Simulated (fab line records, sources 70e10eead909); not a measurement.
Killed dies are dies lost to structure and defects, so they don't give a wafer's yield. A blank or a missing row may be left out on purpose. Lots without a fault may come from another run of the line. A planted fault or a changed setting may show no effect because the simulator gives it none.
fab line records | flow nand_harc
record lots=6 wafers=18 last_day=30
route steps=1302 shown P_GATE@205 P_CONTACT@217 END@1302
lots that met no fault: from a run of the same line without faults
start_h: hours from the record's first day to the start of the lot's first wafer shown | wait_h: hours since the lot's step before | " the same as in the row above | L1.1+2: a row that stands for several wafers | - no value, or no start given | * or withheld: withheld | < > ~ a bound
route shown NAME@n: a module of which the file shows steps, and the number in the route of the first | usual: mean/standard deviation of fault-free wafers | same: alike in all rows | chamber/n: place in a boat | sites: the reading at each site | _std_site: their standard deviation | _edge_site: outer sites' mean less inner sites' | radius_mm: how far each site lies from the wafer's centre | mask NAME#n: copy n | behind: the tool/chamber that last shaped the wafer | hold: why the lot was held/for how many hours/how that ended | device: the transistor (n, p or np) that didn't switch | end of line: the same wafers' tests at the end of the route | a step without rows: its recipe alone | killed: dies lost to structure and defects at the first sort, not the wafer's yield | map: a wafer's dies, x killed, . not, _ none there
set.NAME: the setting as run; set.NAME@STEP: as run at that earlier step | model.NAME: the simulator's own value behind a step, which no gauge read
lots at some steps of the route; a table a step, a row a wafer
services: from which hour (start_h, from the record's first day; less than 0 if before it) a tool's chamber was out of use, for how many hours, and why
## steps
# step NHARC_P_GATE_STRIP_95
# recipe power_w=1500 temp_c=250 chemistry=O2
# step NHARC_P_GATE_STRIP_96
# recipe time_s=900 temp_c=130 chemistry=SPM
# step NHARC_P_GATE_RTA_64
# recipe temp_c=1050 time_s=1
# usual lamp_power_pct=33.25/0.13 wafer_temp_C_max=1054.1/1
# columns lot.wafer tool chamber start_h wait_h lamp_power_pct wafer_temp_C_max
L195.2 rtp_anneal-02 0 118.64 - 33.14 1053.6
L195.3 " 0 " " 33.12 1053.2
L195.4 " 0 " " 33.11 1053.2
L197.2 rtp_anneal-02 0 131.83 - 33.15 1053.9
L197.4 " 0 " " 33.20 1052.4
L197.6 " 0 " " 33.14 1053.5
L199.3 rtp_anneal-02 0 150.25 - 33.06 1054.2
L199.5 " 0 " " 33.14 1053.1
L199.6 " 0 " " 33.08 1053.1
L201.1 rtp_anneal-01 0 173.66 - 33.40 1054.3
L201.3 " 0 " " 33.41 1054.3
L201.6 " 0 " " 33.35 1054.2
L207.4 rtp_anneal-01 0 231.62 - 33.45 1055.4
L207.5 " 0 " " 33.41 1055.7
L207.6 " 0 " " 33.36 1056.4
L208.1 rtp_anneal-01 0 255.18 - 33.44 1055.4
L208.2 " 0 " " 33.41 1054.5
L208.5 " 0 " " 33.47 1054.5
# step NHARC_P_GATE_ETCH_77
# recipe target_depth_a=60 chemistry=dHF material=SiO2
# step NHARC_P_GATE_DEGAS_109
# recipe temp_c=300 time_s=60
# step NHARC_P_GATE_PRE_CLEAN_110
# recipe time_s=30 bias_v=200 gas=Ar
# step NHARC_P_GATE_SPUTTER_78
# recipe target_thk_a=100 material=Ni
# step NHARC_P_GATE_SPUTTER_79
# recipe target_thk_a=100 material=TiN
# step NHARC_P_GATE_RTA_80
# recipe temp_c=300 time_s=30
# step NHARC_P_GATE_STRIP_67
# recipe time_s=600 temp_c=130 chemistry=SPM
# step NHARC_P_GATE_RTA_82
# recipe temp_c=450 time_s=30
# step NHARC_P_GATE_INSPECT_68
# usual raw_defect_count=198/71
# columns lot.wafer tool chamber start_h wait_h raw_defect_count
L195.2 defect_inspect-01 - 119.87 0.1 154
L195.3 " - " " 124
L195.4 " - " " 200
L197.2 defect_inspect-02 - 133.13 0.1 224
L197.4 " - " " 179
L197.6 " - " " 235
L199.3 defect_inspect-02 - 151.45 0.1 276
L199.5 " - " " 334
L199.6 " - " " 214
L201.1 defect_inspect-01 - 174.92 0.2 209
L201.3 " - " " 136
L201.6 " - " " 130
L207.4 defect_inspect-01 - 232.79 0.1 217
L207.5 " - " " 219
L207.6 " - " " 120
L208.1 defect_inspect-01 - 256.45 0.2 101
L208.2 " - " " 236
L208.5 " - " " 245
# step NHARC_P_CONTACT_DEP_30
# recipe target_thk_a=300 temp_c=400 target_thk_nm=30 flow_sccm=200 rf_w=450 material=SiNx
# usual heater_power_w=710/74
# columns lot.wafer tool chamber start_h wait_h heater_power_w
L195.2 pecvd-04 0 119.98 0.1 717
L195.3 " 1 " " 647
L195.4 " 0 " " 714
L197.2 pecvd-03 2 133.20 0.1 842
L197.6 " 0 " " 833
L197.4 " 1 " " 604
L199.3 pecvd-03 1 151.52 0.1 583
L199.5 " 2 " " 836
L199.6 " 0 " " 760
L201.1 pecvd-04 0 175.04 0.1 717
L201.3 " 2 " " 625
L201.6 " 0 " " 704
L207.5 pecvd-04 1 232.97 0.2 713
L207.6 " 2 " " 728
L207.4 " 0 " " 764
L208.2 pecvd-04 0 256.52 0.1 749
L208.1 " 2 " " 700
L208.5 " 0 " " 732
# step NHARC_P_CONTACT_DEP_00
# recipe target_thk_a=5000 temp_c=400 pressure_torr=6.5 rf_w=900 teos_flow_sccm=161.4 flow_sccm=2650 target_thk_nm=500 gas=O2 material=SiO2
# step NHARC_P_CONTACT_CMP_01
# recipe target_thk_nm=200 material=SiO2
# usual motor_current_A=11.7/1.1
# columns lot.wafer tool chamber start_h wait_h motor_current_A
L195.2 cmp-04 1 120.65 - 13.6
L195.4 " 3 " " 10.3
L195.3 " 0 " " 10.9
L197.2 cmp-03 1 133.92 - 10.9
L197.4 " 3 " " 12.4
L197.6 " 2 " " 10.1
L199.3 cmp-04 2 152.28 - 12.1
L199.6 " 0 " " 10.5
L199.5 " 1 " " 13.1
L201.1 cmp-02 1 176.00 0.5 11.9
L201.3 " 2 " " 11.9
L201.6 " 3 " " 11.6
L207.4 cmp-04 1 233.59 - 13.1
L207.5 " 0 " " 11.0
L207.6 " 1 " " 13.2
L208.2 cmp-03 0 257.26 - 12.7
L208.1 " 1 " " 10.8
L208.5 " 0 " " 12.6
# step NHARC_P_CONTACT_SRD_03
# step NHARC_P_CONTACT_DEHYDRATE_04
# recipe temp_c=150 time_s=120
# step NHARC_P_CONTACT_HMDS_05
# recipe time_s=30
# step NHARC_P_CONTACT_COAT_33
# recipe temp_c=260 time_s=75
# step NHARC_P_CONTACT_COAT_34
# recipe temp_c=225 time_s=65
# step NHARC_P_CONTACT_COAT_06
# recipe spin_rpm=1500 resist_thk_nm=90
# step NHARC_P_CONTACT_SOFTBAKE_07
# recipe temp_c=105 time_s=55
# step NHARC_P_CONTACT_EBR_08
# step NHARC_P_CONTACT_EXPOSE_09
# recipe na=1.35 target_cd_nm=90 dose_mj=81.26 mask_id=P_CA
# step NHARC_P_CONTACT_PEB_10
# recipe peb_temp_c=100 peb_time_s=65
# step NHARC_P_CONTACT_DEVELOP_11
# recipe develop_time_s=35 dev_temp_c=23
# step NHARC_P_CONTACT_CD_MEAS_12
# recipe target_cd_nm=90 landing_energy_ev=500
# usual cd_nm=90.0/0.92
# columns lot.wafer tool chamber start_h wait_h cd_nm
L195.2 cd_sem-02 0 121.48 - 90.8
L195.3 " 0 " " 91.1
L195.4 " 0 " " 90.4
L197.2 cd_sem-02 0 134.62 - 90.2
L197.4 " 0 " " 88.5
L197.6 " 0 " " 89.2
L199.3 cd_sem-03 0 153.07 - 90.8
L199.5 " 0 " " 89.9
L199.6 " 0 " " 91.5
L201.1 cd_sem-02 0 176.78 - 91.1
L201.3 " 0 " " 90.0
L201.6 " 0 " " 90.6
L207.4 cd_sem-01 0 234.41 - 88.3
L207.5 " 0 " " 88.9
L207.6 " 0 " " 88.9
L208.1 cd_sem-02 0 257.94 - 90.8
L208.2 " 0 " " 89.6
L208.5 " 0 " " 90.3
# step NHARC_P_CONTACT_OVL_MEAS_13
# usual overlay_x_nm=0.3/0.77 overlay_y_nm=-0.2/0.69
# columns lot.wafer tool chamber start_h wait_h overlay_x_nm overlay_y_nm
L195.2 overlay-01 - 121.57 - -0.4 0.1
L195.3 " - " " -0.6 -0.7
L195.4 " - " " 0.4 -0.6
L197.2 overlay-02 - 134.71 - -0.3 0.8
L197.4 " - " " 0.0 0.2
L197.6 " - " " 0.3 0.1
L199.3 overlay-02 - 153.16 - 0.6 0.4
L199.5 " - " " 0.7 0.2
L199.6 " - " " 0.6 0.9
L201.1 overlay-02 - 176.87 - -0.9 -0.8
L201.3 " - " " -1.2 -0.9
L201.6 " - " " -1.4 -0.8
L207.4 overlay-01 - 234.49 - 0.4 0.5
L207.5 " - " " 0.2 0.5
L207.6 " - " " 1.2 1.3
L208.1 overlay-02 - 258.03 - 1.2 -1.5
L208.2 " - " " 1.1 -1.5
L208.5 " - " " 1.2 -1.3
# step NHARC_P_CONTACT_DESCUM_17
# recipe time_s=3 o2_flow_sccm=200 ar_flow_sccm=0 bias_power_w=0 chemistry=O2
# usual drypump_motor_current_A=5.8/0.42 oes_product_au=1.000/0.01 rf_vpp_V=57.8/0.88 showerhead_plenum_p_Torr=1.91/0.083 throttle_valve_pct=11.311/0.0086
# columns lot.wafer tool chamber start_h wait_h drypump_motor_current_A oes_product_au rf_hours_counter_h rf_vpp_V showerhead_plenum_p_Torr throttle_valve_pct
L195.2 rie_diel-02 3 121.66 0.1 5.4 1.016 3.4 57.9 1.92 11.312
L195.4 " 1 " " 5.3 1.006 5.5 55.8 1.81 11.308
L195.3 " 2 " " 5.4 1.000 5.5 57.5 1.87 11.292
L197.4 rie_diel-07 1 134.82 0.1 5.2 0.996 0.2 60.5 1.96 11.299
L197.2 " 2 " " 5.7 0.994 0.2 58.3 1.86 11.313
L197.6 " 3 " " 6.4 0.987 - 58.2 2.03 11.301
L199.3 rie_diel-06 1 153.26 0.1 5.7 1.007 0.3 57.2 1.89 11.326
L199.6 " 0 " " 6.4 0.997 - 58.7 1.78 11.297
L199.5 " 2 " " 5.7 0.998 - 57.8 1.99 11.321
L201.3 rie_diel-06 2 176.97 0.1 5.7 0.996 1.2 57.9 1.99 11.321
L201.1 " 1 " " 5.7 1.009 1.2 57.3 1.89 11.326
L201.6 " 0 " " 6.4 0.988 - 56.8 1.78 11.304
L207.4 rie_diel-02 0 234.60 0.1 6.4 1.000 0.2 58.3 2.06 11.313
L207.6 " 3 " " 5.4 1.012 - 58.9 1.92 11.313
L207.5 " 0 " " 6.4 1.000 - 59.4 2.06 11.320
L208.1 rie_diel-02 0 258.13 0.1 6.4 1.005 1.0 59.4 2.06 11.306
L208.2 " 2 " " 5.4 1.007 1.1 58.3 1.87 11.306
L208.5 " 0 " " 6.4 1.013 - 59.0 2.06 11.307
# step NHARC_P_CONTACT_ETCH_35
# recipe target_depth_a=390 over_etch_frac=0.3 time_s=65 ion_energy_ev=80 cf4_flow_sccm=150 ar_flow_sccm=0 rf_w=300 bias_w=100 chemistry=CF4
# step NHARC_P_CONTACT_ETCH_36
# recipe target_depth_a=2600 over_etch_frac=0.25 time_s=406.25 ion_energy_ev=200 n2_flow_sccm=150 h2_flow_sccm=150 ar_flow_sccm=0 rf_w=400 bias_w=150 chemistry=N2/H2
# step NHARC_P_CONTACT_ETCH_18
# recipe target_depth_a=4810 time_s=240.5 c4f8_flow_sccm=20 o2_flow_sccm=10 ar_flow_sccm=withheld rf_w=600 bias_w=1500 chemistry=C4F8/O2/Ar
# step NHARC_P_CONTACT_STRIP_37
# recipe c4f8_flow_sccm=withheld o2_flow_sccm=8 ar_flow_sccm=withheld bias_w=0 chemistry=C4F8/O2/Ar
# step NHARC_P_CONTACT_ETCH_31
# recipe target_depth_a=300 time_s=85.7 ion_energy_ev=120 over_etch_frac=1 ch3f_flow_sccm=50 o2_flow_sccm=30 ar_flow_sccm=200 rf_w=500 bias_w=100 chemistry=CH3F/O2
# usual ch3f_flow_sccm=49.99/0.16 drypump_motor_current_A=5.8/0.41 oes_product_au=0.978/0.014 rf_vpp_V=244.4/1.6 showerhead_plenum_p_Torr=2.46/0.1 throttle_valve_pct=20.664/0.0099
# columns lot.wafer tool chamber start_h wait_h ch3f_flow_sccm drypump_motor_current_A oes_product_au rf_hours_counter_h rf_vpp_V showerhead_plenum_p_Torr throttle_valve_pct
L195.4 rie_diel-02 1 - - 49.99 5.3 0.962 5.8 242.0 2.33 20.655
L195.2 " 3 " " 49.87 5.4 0.992 3.8 246.2 2.47 20.653
L195.3 " 0 " " 49.96 6.4 0.967 4.8 246.6 2.64 20.682
L197.2 rie_diel-07 2 - - 49.80 5.7 0.986 0.5 243.3 2.39 20.672
L197.4 " 3 " " 50.25 6.4 0.955 0.5 246.8 2.61 20.649
L197.6 " 2 " " 49.59 5.7 0.979 - 245.3 2.39 20.663
L199.3 rie_diel-06 1 - - 49.89 5.7 0.988 0.7 245.1 2.42 20.664
L199.6 " 1 " " 50.03 5.7 0.984 - 245.6 2.42 20.671
L199.5 " 0 " " 50.10 6.3 0.965 - 242.2 2.30 20.664
L201.3 rie_diel-06 0 - - 50.02 6.3 0.967 1.7 243.2 2.30 20.669
L201.1 " 1 " " 50.20 5.7 0.984 1.7 243.3 2.42 20.663
L201.6 " 1 " " 50.18 5.7 0.984 - 244.5 2.42 20.659
L207.4 rie_diel-02 0 - - 50.16 6.4 0.984 0.5 246.6 2.64 20.670
L207.6 " 2 " " 50.15 5.4 0.990 - 244.1 2.40 20.654
L207.5 " 3 " " 49.72 5.4 1.001 - 245.7 2.46 20.657
L208.1 rie_diel-02 0 - - 50.12 6.4 0.971 1.4 245.7 2.64 20.659
L208.2 " 2 " " 50.05 5.4 0.994 1.3 243.3 2.40 20.675
L208.5 " 3 " " 50.04 5.4 0.982 - 244.9 2.46 20.661
# step NHARC_P_CONTACT_CD_MEAS_19
# usual cd_nm=89.8/2.1
# columns lot.wafer tool chamber start_h wait_h cd_nm
L195.2 cd_sem-01 - 123.03 - 89.6
L195.3 " - " " 89.6
L195.4 " - " " 91.2
L197.2 cd_sem-02 - 135.67 - 90.0
L197.4 " - " " 91.2
L197.6 " - " " 84.9
L199.3 cd_sem-01 - 154.27 - 90.2
L199.5 " - " " 88.3
L199.6 " - " " 89.3
L201.1 cd_sem-02 - 177.99 - 90.8
L201.3 " - " " 88.0
L201.6 " - " " 90.4
L207.4 cd_sem-03 - 235.47 - 90.0
L207.5 " - " " 88.8
L207.6 " - " " 89.1
L208.1 cd_sem-03 - 259.00 - 89.3
L208.2 " - " " 91.2
L208.5 " - " " 88.4
# step NHARC_P_CONTACT_STRIP_28
# recipe o2_flow_sccm=500 ar_flow_sccm=0 bias_w=0 chemistry=O2
# step NHARC_P_CONTACT_STRIP_29
# recipe time_s=1200 temp_c=72.5 chemistry=post_etch_residue_remover
# step NHARC_P_CONTACT_DEGAS_38
# recipe temp_c=300 time_s=60
# usual heater_power_w=463/37
# columns lot.wafer tool chamber start_h wait_h heater_power_w
L195.4 pvd_sputter-01 - 123.80 - 473
L195.2 " - " " 459
L195.3 " - " " 500
L197.4 pvd_sputter-03 - 136.39 - 445
L197.2 " - " " 522
L197.6 " - " " 441
L199.3 pvd_sputter-02 - 155.00 - 421
L199.5 " - " " 513
L199.6 " - " " 483
L201.1 pvd_sputter-01 - 178.82 - 461
L201.3 " - " " 517
L201.6 " - " " 476
L207.4 pvd_sputter-03 - 236.20 - 460
L207.6 " - " " 511
L207.5 " - " " 468
L208.2 pvd_sputter-03 - 259.73 - 464
L208.1 " - " " 513
L208.5 " - " " 520
# step NHARC_P_CONTACT_PRE_CLEAN_39
# recipe time_s=19.5 bias_v=250 gas=Ar
# step NHARC_P_CONTACT_PVD_32
# recipe target_thk_a=50 chamber_pressure_pa=5 power_w=5000 substrate_temp_c=200 time_s=17.7 material=Ti
# step NHARC_END_SORT_01
# recipe temp_c=25
# usual killed_at_array=52/17 killed_at_other=1.2/1.4 killed_at_periphery=4.7/2.9 killed_dies=58/17 killed_open=3.2/1.9 killed_short=2.4/1.4
# same gross_dies=677
# columns lot.wafer tool chamber start_h wait_h killed_at_array killed_at_other killed_at_periphery killed_dies killed_open killed_short
L199.3 prober-01 0 585.27 3.1 61 1 6 68 3 3
L199.5 prober-01 0 586.84 3.6 47 3 4 54 2 3
L199.6 prober-01 0 587.63 3.9 67 3 4 74 4 0
L207.4 prober-02 0 670.91 3.4 36 1 81 118 5 3
L207.5 prober-02 0 671.71 3.7 30 3 47 80 3 4
L207.6 prober-02 0 672.51 4.0 46 1 46 93 6 0
L208.1 prober-01 0 705.82 2.5 74 0 45 119 1 3
L208.2 prober-01 0 706.62 2.8 45 0 76 121 3 2
L208.5 prober-01 0 709.01 3.7 46 0 78 124 4 0
# killed by level:class
L199.3 A_CHANNEL_HOLE_D1:chamber_film_flake=30 A_SLIT:chamber_film_flake=15 A_CONTACT:chamber_film_flake=6 A_CHANNEL_HOLE_D2:chamber_film_flake=4 P_GATE:geometric_particle:open=2 P_M2:chamber_film_flake=2 A_CHANNEL_FILL_D1:geometric_particle:short=1 A_ONON_D2:geometric_particle:short=1
L199.5 A_CHANNEL_HOLE_D1:chamber_film_flake=24 A_SLIT:chamber_film_flake=8 A_CHANNEL_HOLE_D2:chamber_film_flake=5 A_CONTACT:chamber_film_flake=3 THIN_TSV:chamber_film_flake=3 P_CONTACT:chamber_film_flake=2 A_CHANNEL_FILL_D2:chamber_film_flake=2 P_CONTACT:geometric_particle:short=1
L199.6 A_SLIT:chamber_film_flake=28 A_CHANNEL_HOLE_D1:chamber_film_flake=18 A_CHANNEL_HOLE_D2:chamber_film_flake=8 A_CHANNEL_FILL_D2:chamber_film_flake=3 A_CONTACT:chamber_film_flake=3 THIN_TSV:chamber_film_flake=3 P_ZERO_WELL:chamber_film_flake=2 A_STAIRCASE:chamber_film_flake=2
L207.4 P_CONTACT:unspecified=76 A_CHANNEL_HOLE_D2:chamber_film_flake=14 A_CONTACT:chamber_film_flake=10 A_CHANNEL_HOLE_D1:chamber_film_flake=3 P_M0:geometric_particle:short=2 P_CONTACT:chamber_film_flake=2 A_CHANNEL_FILL_D2:chamber_film_flake=2 P_CONTACT:geometric_particle:open=1
L207.5 P_CONTACT:unspecified=42 A_CHANNEL_HOLE_D2:chamber_film_flake=10 A_CHANNEL_HOLE_D1:chamber_film_flake=9 A_WL_FILL:chamber_film_flake=3 THIN_TSV:chamber_film_flake=3 P_GATE:geometric_particle:short=1 P_CONTACT:geometric_particle:open=1 P_M0:geometric_particle:short=1
L207.6 P_CONTACT:unspecified=43 A_CHANNEL_HOLE_D2:chamber_film_flake=20 A_CONTACT:chamber_film_flake=8 A_CHANNEL_HOLE_D1:chamber_film_flake=4 A_SLIT:chamber_film_flake=3 A_BLC:chamber_film_flake=3 P_GATE:geometric_particle:open=2 A_M0:geometric_particle:open=2
L208.1 P_CONTACT:unspecified=43 A_CHANNEL_HOLE_D2:chamber_film_flake=29 A_CHANNEL_HOLE_D1:chamber_film_flake=21 A_M1:chamber_film_flake=7 A_SLIT:chamber_film_flake=5 A_CONTACT:chamber_film_flake=5 A_STAIRCASE:chamber_film_flake=3 P_M1:geometric_particle:short=1
L208.2 P_CONTACT:unspecified=76 A_CHANNEL_HOLE_D2:chamber_film_flake=18 A_CHANNEL_HOLE_D1:chamber_film_flake=11 A_CONTACT:chamber_film_flake=4 A_STAIRCASE:chamber_film_flake=3 A_CHANNEL_FILL_D2:geometric_particle:short=1 A_WL_FILL:geometric_particle:open=1 A_BLC:geometric_particle:open=1
L208.5 P_CONTACT:unspecified=74 A_CHANNEL_HOLE_D1:chamber_film_flake=15 A_CHANNEL_HOLE_D2:chamber_film_flake=11 A_CONTACT:chamber_film_flake=8 P_M0:geometric_particle:open=3 A_SLIT:chamber_film_flake=3 A_M1:chamber_film_flake=3 A_WL_FILL:geometric_particle:open=1
# map L207.4 (x killed, . not)
____________x____________
_________x......_________
_______xxxxx......_______
______xxxxxx.......______
_____xxxxxx........._____
____xxxxxxx..........____
____xxxxxxx..........____
___x.xxxxxxx..........___
___x.xxxxxxx..........___
__..xxxxxxxx.x.........__
__..xxxxxxxx...........__
_...xxxxx.x.....x......._
_...x...xx.............._
_..x..x.x.x............._
_...x..x.......x........_
_......................._
...x.x...................
...x...........x.........
......................x..
.........................
.....x.................x.
_......................._
_......................._
_......................._
_..x.x............x....._
_......................._
__.....................__
__....x..............x.__
___...................___
___...................___
____..x........x..x..____
____...x......x.x....____
_____.......x.xxxxx._____
______...x.....xxx.______
_______x.....xx.xx_______
_________...x.x._________
____________.____________
# map L208.5 (x killed, . not)
____________.____________
_________x......_________
_______xxx........_______
______xxxxx.x......______
_____xxxxxx........._____
____xxxxxxx.x........____
____xxxxxxxx.........____
___.xxxxxxxx..........___
___.xxxxxxxx..........___
__..xxxxxxx.x..........__
__...xxxxxxx...........__
_.x...xxx.x........x..x._
_..x..xxxx............x._
_.x..................x.._
_......................x_
_...x...x......x.x......_
.........................
.........................
.........................
....x...x............x...
..............x..........
_......................._
_...........x..........._
_......................._
_.........x.x..........._
_.............x..x.....x_
__.....................__
__.....................__
___...................___
___...................___
____.........xx......____
____............x....____
_____.......x.x..x.._____
______....x.xxxxxxx______
_______..xxxxxxxxx_______
_________xxxxxxx_________
____________x____________
## services
# columns tool chamber start_h hours kind
pvd_sputter-03 - 102.86 4.4 repair
pvd_sputter-01 - 105.21 16.9 repair
rie_diel-02 0 110.95 5.8 repair
cmp-04 - 114.97 4.0 pm
rie_diel-06 3 115.88 66.9 repair
rie_diel-07 - 117.20 9.0 pm
cmp-04 - 125.39 3.4 repair
rie_diel-06 - 130.20 9.0 pm
rie_diel-02 3 139.13 6.1 repair
pecvd-04 2 144.69 6.3 repair
rie_diel-07 0 146.76 7.9 repair
pvd_sputter-03 - 146.82 1.5 repair
rie_diel-06 - 148.71 4.3 repair
rie_diel-07 - 154.79 0.5 repair
cmp-03 - 162.00 4.0 pm
pvd_sputter-03 - 170.00 10.0 pm
rie_diel-02 0 171.87 11.7 repair
rie_diel-07 - 173.78 0.4 repair
rie_diel-06 2 183.53 1.7 repair
rie_diel-06 0 209.24 4.9 repair
cmp-04 - 212.97 4.0 pm
rie_diel-06 1 213.51 4.5 repair
rie_diel-02 - 216.74 9.0 pm
cmp-04 - 240.30 1.3 repair
## key
first_sign step=NHARC_END_SORT_01 reading=killed_at_periphery direction=up sigmas=20 usual=4.7 struck=62.2
effect step=NHARC_END_SORT_01 reading=killed_dies direction=up sigmas=3 usual=58 struck=109
more_kills_born_at NHARC_P_CONTACT_DEP_30@pecvd-04=354
met_at NHARC_P_CONTACT_DEP_30
struck_wafers L207.4,L207.5,L207.6,L208.1,L208.2,L208.5
tester_left_out L207,L208
onset_between 175.04 232.97
also_fits time
fault kind=chamber_particle_source tool=pecvd-04 chamber=- onset_h=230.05 steps=NHARC_P_CONTACT_DEP_30 rate_per_visit_cm2=0.83347 end_h=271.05
# tester_left_out: of these lots the tester's yield and bins aren't shown, on N5 and GAA mostly nor the transistor test; their killed dies are dies lost to structure and defects alone, not to doping, threshold or leakage, so they don't give the yield
